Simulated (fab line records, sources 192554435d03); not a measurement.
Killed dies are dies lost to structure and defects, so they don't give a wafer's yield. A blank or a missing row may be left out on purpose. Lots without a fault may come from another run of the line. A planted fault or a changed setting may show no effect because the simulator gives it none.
Split-lot experiment | flow n5_finfet | 7 lots, 21 wafers read, on a route of 1938 steps

THE SPLIT
At N5_SDB_ETCH_18 (etches SOC in N2/H2, target depth 100 nm, overetch 20 nm, time 150 s), the setting source_w was moved away from the recipe's 840 W on 7 of the 21 wafers read, by -8.3% to +14.8%. The other wafers ran this setting at the recipe's value.

The reading is taken at the split's own step.

THE READING
rf_vpp_V, in V, at N5_SDB_ETCH_18 (etches SOC in N2/H2, target depth 100 nm, overetch 20 nm, time 150 s). Fault-free wafers of this fab line usually give 523.6 V, standard deviation 2.3 V.

wafer  | tool, chamber at the split | source_w as run, W | against the recipe | rf_vpp_V, V | against lot-mates on the recipe
L075.1 | rie_diel-01, 2             | 840                | recipe             | 525.9       | -
L075.2 | rie_diel-01, 1             | 840                | recipe             | 526.2       | -
L075.6 | rie_diel-01, 2             | 840                | recipe             | 526.7       | -
L077.2 | rie_diel-02, 0             | 964.1              | +14.8%             | 499.6       | no lot-mate on the recipe
L077.5 | rie_diel-02, 0             | 964.1              | +14.8%             | 500.9       | no lot-mate on the recipe
L077.6 | rie_diel-02, 2             | 964.1              | +14.8%             | 500.3       | no lot-mate on the recipe
L081.1 | rie_diel-02, 0             | 770.6              | -8.3%              | 539.2       | +13.5
L081.3 | rie_diel-02, 2             | 840                | recipe             | 525.7       | -
L081.6 | rie_diel-02, 1             | 770.6              | -8.3%              | 536.4       | +10.7
L083.3 | rie_diel-01, 3             | 840                | recipe             | 524.4       | -
L083.4 | rie_diel-01, 1             | 840                | recipe             | 526.1       | -
L083.5 | rie_diel-01, 1             | 840                | recipe             | 527.0       | -
L084.1 | rie_diel-05, 1             | 840                | recipe             | 527.1       | -
L084.5 | rie_diel-05, 1             | 928.4              | +10.5%             | 508.4       | -15.6
L084.6 | rie_diel-05, 0             | 840                | recipe             | 520.8       | -
L095.1 | rie_diel-02, 0             | 840                | recipe             | 524.0       | -
L095.2 | rie_diel-02, 1             | 840                | recipe             | 519.7       | -
L095.3 | rie_diel-02, 3             | 840                | recipe             | 521.2       | -
L096.1 | rie_diel-05, 2             | 840                | recipe             | 524.1       | -
L096.4 | rie_diel-05, 3             | 840                | recipe             | 525.7       | -
L096.6 | rie_diel-05, 0             | 773.6              | -7.9%              | 536.7       | +11.8

THE FIT
A straight line over all 21 wafers: rf_vpp_V changes by -1.62 V for each +1% of source_w; r = -0.98; the points scatter about the line by 2.1 V.
The same after taking each lot's own level away (the mean of its wafers on the recipe; 18 wafers): -1.48 V for each +1%; r = -0.97; scatter 1.5 V.
On that fit, the largest move of source_w shifts the reading by 22 V.
The lots' own levels span 521.63 to 526.27 V, that is 2.0 times the standard deviation above.
So the lot-to-lot level changes the slope little: the two slopes agree.
Check: with one of the wafers moved furthest among these (+10.5%) left out of the fit, the line predicts -15.5 V for it against its lot-mates. It came out at -15.6 V against them.
Tool readings at the split's step, against how far the setting was moved: rf_vpp_V r = -0.98.

OTHER SPLITS ON THESE WAFERS
These wafers also went through other splits before the reading. Each is held against what the fit with the lots' levels taken away leaves over:
other split on the same wafers | wafers away from the commonest value | r with rf_vpp_V (lot level and that fit taken away)
N5_SD_EPI_N_PEB_07 peb_temp_c  | 5                                    | -0.11
N5_SD_EPI_P_PEB_07 peb_time_s  | 12                                   | -0.06
N5_SD_EPI_P_ETCH_36 bias_w     | 5                                    | +0.00

THE FILE'S OWN FIT
rf_vpp_V changes by -1.48 V for each +1% of source_w, r = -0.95.
